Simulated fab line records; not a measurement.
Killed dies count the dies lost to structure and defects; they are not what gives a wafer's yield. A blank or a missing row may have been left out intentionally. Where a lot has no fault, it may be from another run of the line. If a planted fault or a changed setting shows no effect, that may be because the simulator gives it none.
Split-lot trial || flow n5Finfet || route with 1938 steps; 7 lots, 39 wafers read

## THE SPLIT ITSELF
At N5_HKMG_FIN_ETCH_35 (etches SOC in N2/H2, target depth 215.8 nm, time 243.4 s), the setting biasW was moved away from the recipe's 5 W on 15 of the 39 wafers read, by -14.6% to +16.0%. All remaining wafers had this setting at the recipe value.

The reading comes from the split's own step.

## THE READING
rfVppV, in V, at N5_HKMG_FIN_ETCH_35 (etches SOC in N2/H2, target depth 215.8 nm, time 243.4 s). On this fab line, fault-free wafers typically give 141.7 V with a standard deviation of 1.1 V.

{"wafer": "L075.1", "tool, chamber at the split": "rieDiel-06, 2", "biasW as run, W": 5, "against the recipe": "recipe", "rfVppV, V": 143.0, "against lot-mates on the recipe": "-"}
{"wafer": "L075.2", "tool, chamber at the split": "rieDiel-06, 1", "biasW as run, W": 5, "against the recipe": "recipe", "rfVppV, V": 141.3, "against lot-mates on the recipe": "-"}
{"wafer": "L075.3", "tool, chamber at the split": "rieDiel-06, 0", "biasW as run, W": 5.8, "against the recipe": "+16.0%", "rfVppV, V": 157.9, "against lot-mates on the recipe": "+16.1"}
{"wafer": "L075.4", "tool, chamber at the split": "rieDiel-06, 3", "biasW as run, W": 5.8, "against the recipe": "+16.0%", "rfVppV, V": 156.2, "against lot-mates on the recipe": "+14.4"}
{"wafer": "L075.5", "tool, chamber at the split": "rieDiel-06, 2", "biasW as run, W": 5, "against the recipe": "recipe", "rfVppV, V": 141.2, "against lot-mates on the recipe": "-"}
{"wafer": "L075.6", "tool, chamber at the split": "rieDiel-06, 1", "biasW as run, W": 5.8, "against the recipe": "+16.0%", "rfVppV, V": 156.4, "against lot-mates on the recipe": "+14.6"}
{"wafer": "L079.1", "tool, chamber at the split": "rieDiel-01, 0", "biasW as run, W": 5, "against the recipe": "recipe", "rfVppV, V": 141.7, "against lot-mates on the recipe": "-"}
{"wafer": "L079.2", "tool, chamber at the split": "rieDiel-01, 2", "biasW as run, W": 5.801, "against the recipe": "+16.0%", "rfVppV, V": 154.1, "against lot-mates on the recipe": "+12.9"}
{"wafer": "L079.3", "tool, chamber at the split": "rieDiel-01, 3", "biasW as run, W": 5, "against the recipe": "recipe", "rfVppV, V": 140.2, "against lot-mates on the recipe": "-"}
{"wafer": "L079.4", "tool, chamber at the split": "rieDiel-01, 1", "biasW as run, W": 5, "against the recipe": "recipe", "rfVppV, V": 141.6, "against lot-mates on the recipe": "-"}
{"wafer": "L079.5", "tool, chamber at the split": "rieDiel-01, 3", "biasW as run, W": 5.801, "against the recipe": "+16.0%", "rfVppV, V": 154.8, "against lot-mates on the recipe": "+13.6"}
{"wafer": "L079.6", "tool, chamber at the split": "rieDiel-01, 2", "biasW as run, W": 5.801, "against the recipe": "+16.0%", "rfVppV, V": 154.8, "against lot-mates on the recipe": "+13.6"}
{"wafer": "L081.1", "tool, chamber at the split": "rieDiel-01, 0", "biasW as run, W": 5.76, "against the recipe": "+15.2%", "rfVppV, V": 155.9, "against lot-mates on the recipe": "+13.7"}
{"wafer": "L081.2", "tool, chamber at the split": "rieDiel-01, 3", "biasW as run, W": 5, "against the recipe": "recipe", "rfVppV, V": 141.5, "against lot-mates on the recipe": "-"}
{"wafer": "L081.3", "tool, chamber at the split": "rieDiel-01, 1", "biasW as run, W": 5, "against the recipe": "recipe", "rfVppV, V": 141.4, "against lot-mates on the recipe": "-"}
{"wafer": "L081.4", "tool, chamber at the split": "rieDiel-01, 2", "biasW as run, W": 5.76, "against the recipe": "+15.2%", "rfVppV, V": 153.8, "against lot-mates on the recipe": "+11.6"}
{"wafer": "L081.5", "tool, chamber at the split": "rieDiel-01, 1", "biasW as run, W": 5.76, "against the recipe": "+15.2%", "rfVppV, V": 154.0, "against lot-mates on the recipe": "+11.8"}
{"wafer": "L081.6", "tool, chamber at the split": "rieDiel-01, 2", "biasW as run, W": 5, "against the recipe": "recipe", "rfVppV, V": 143.6, "against lot-mates on the recipe": "-"}
{"wafer": "L082.1", "tool, chamber at the split": "rieDiel-01, 1", "biasW as run, W": 5, "against the recipe": "recipe", "rfVppV, V": 140.2, "against lot-mates on the recipe": "-"}
{"wafer": "L082.2", "tool, chamber at the split": "rieDiel-01, 2", "biasW as run, W": 4.268, "against the recipe": "-14.6%", "rfVppV, V": 126.7, "against lot-mates on the recipe": -14.0}
{"wafer": "L082.3", "tool, chamber at the split": "rieDiel-01, 3", "biasW as run, W": 5, "against the recipe": "recipe", "rfVppV, V": 140.7, "against lot-mates on the recipe": "-"}
{"wafer": "L082.4", "tool, chamber at the split": "rieDiel-01, 0", "biasW as run, W": 5, "against the recipe": "recipe", "rfVppV, V": 141.1, "against lot-mates on the recipe": "-"}
{"wafer": "L082.5", "tool, chamber at the split": "rieDiel-01, 0", "biasW as run, W": 4.268, "against the recipe": "-14.6%", "rfVppV, V": 128.3, "against lot-mates on the recipe": -12.4}
{"wafer": "L082.6", "tool, chamber at the split": "rieDiel-01, 1", "biasW as run, W": 4.268, "against the recipe": "-14.6%", "rfVppV, V": 128.0, "against lot-mates on the recipe": -12.7}
{"wafer": "L086.1", "tool, chamber at the split": "rieDiel-05, 0", "biasW as run, W": 5, "against the recipe": "recipe", "rfVppV, V": 142.5, "against lot-mates on the recipe": "-"}
{"wafer": "L086.2", "tool, chamber at the split": "rieDiel-05, 3", "biasW as run, W": 5, "against the recipe": "recipe", "rfVppV, V": 142.6, "against lot-mates on the recipe": "-"}
{"wafer": "L086.3", "tool, chamber at the split": "rieDiel-05, 2", "biasW as run, W": 5, "against the recipe": "recipe", "rfVppV, V": 141.8, "against lot-mates on the recipe": "-"}
{"wafer": "L086.4", "tool, chamber at the split": "rieDiel-05, 1", "biasW as run, W": 5, "against the recipe": "recipe", "rfVppV, V": 142.2, "against lot-mates on the recipe": "-"}
{"wafer": "L086.5", "tool, chamber at the split": "rieDiel-05, 1", "biasW as run, W": 5, "against the recipe": "recipe", "rfVppV, V": 142.3, "against lot-mates on the recipe": "-"}
{"wafer": "L086.6", "tool, chamber at the split": "rieDiel-05, 2", "biasW as run, W": 5, "against the recipe": "recipe", "rfVppV, V": 143.4, "against lot-mates on the recipe": "-"}
{"wafer": "L092.3", "tool, chamber at the split": "rieDiel-06, 3", "biasW as run, W": 5, "against the recipe": "recipe", "rfVppV, V": 142.2, "against lot-mates on the recipe": "-"}
{"wafer": "L092.4", "tool, chamber at the split": "rieDiel-06, 1", "biasW as run, W": 5, "against the recipe": "recipe", "rfVppV, V": 144.4, "against lot-mates on the recipe": "-"}
{"wafer": "L092.6", "tool, chamber at the split": "rieDiel-06, 3", "biasW as run, W": 5, "against the recipe": "recipe", "rfVppV, V": 144.5, "against lot-mates on the recipe": "-"}
{"wafer": "L095.1", "tool, chamber at the split": "rieDiel-01, 0", "biasW as run, W": 4.27, "against the recipe": "-14.6%", "rfVppV, V": 128.3, "against lot-mates on the recipe": -12.8}
{"wafer": "L095.2", "tool, chamber at the split": "rieDiel-01, 1", "biasW as run, W": 4.27, "against the recipe": "-14.6%", "rfVppV, V": 127.5, "against lot-mates on the recipe": -13.6}
{"wafer": "L095.3", "tool, chamber at the split": "rieDiel-01, 2", "biasW as run, W": 5, "against the recipe": "recipe", "rfVppV, V": 140.5, "against lot-mates on the recipe": "-"}
{"wafer": "L095.4", "tool, chamber at the split": "rieDiel-01, 3", "biasW as run, W": 5, "against the recipe": "recipe", "rfVppV, V": 140.4, "against lot-mates on the recipe": "-"}
{"wafer": "L095.5", "tool, chamber at the split": "rieDiel-01, 1", "biasW as run, W": 5, "against the recipe": "recipe", "rfVppV, V": 142.5, "against lot-mates on the recipe": "-"}
{"wafer": "L095.6", "tool, chamber at the split": "rieDiel-01, 0", "biasW as run, W": 4.27, "against the recipe": "-14.6%", "rfVppV, V": 127.0, "against lot-mates on the recipe": -14.1}

FIT RESULTS
A straight line over all 39 wafers: rfVppV changes by +0.903 V for each +1% of biasW; r = +0.99; the points scatter about the line by 1.3 V.
The same after taking each lot's own level away (the mean of its wafers on the recipe; 39 wafers): +0.882 V for each +1%; r = +0.99; scatter 0.89 V.
According to that fit, moving biasW by its largest amount changes the reading by 14 V.
The span of the lots' own levels, 140.67 to 143.70 V, comes to 2.8 times the standard deviation stated above.
The two slopes agree, so the slope changes little with the lot-to-lot level.
Check: for one of the wafers moved furthest among these (+16.0%), held out of the fit, the line's prediction against its lot-mates is +14.1 V. It came out at +12.9 V against them.
Tool readings at the split's step, against how far the setting was moved: rfVppV r = +0.99.

## THE WHOLE CHAIN: every reading that the file lists as answering this split, in the file's order
{"step": "N5_HKMG_FIN_ETCH_35", "what it does": "etches SOC in N2/H2, target depth 215.8 nm, time 243.4 s", "reading": "rfVppV", "change (the file's fit)": "+0.88 V for each +1% of the setting", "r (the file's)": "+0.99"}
{"step": "N5_HKMG_FIN_ETCH_35", "what it does": "etches SOC in N2/H2, target depth 215.8 nm, time 243.4 s", "reading": "etch.depthNm (the simulator's own value, which no gauge read)", "change (the file's fit)": "+1.05 nm for each +1% of the setting", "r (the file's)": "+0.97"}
{"step": "N5_HKMG_FIN_ETCH_35", "what it does": "etches SOC in N2/H2, target depth 215.8 nm, time 243.4 s", "reading": "HKMG_FIN.featureDepthNm (the simulator's own value, which no gauge read)", "change (the file's fit)": "+1.05 nm for each +1% of the setting", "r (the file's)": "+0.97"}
{"step": "N5_HKMG_FIN_ETCH_35", "what it does": "etches SOC in N2/H2, target depth 215.8 nm, time 243.4 s", "reading": "SOC_of_HKMG_FIN_COAT_29.thkNm (the simulator's own value, which no gauge read)", "change (the file's fit)": "-1.04 nm for each +1% of the setting", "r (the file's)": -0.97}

## FILE'S OWN FIT
rfVppV changes by +0.88 V for each +1% of biasW, r = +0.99.
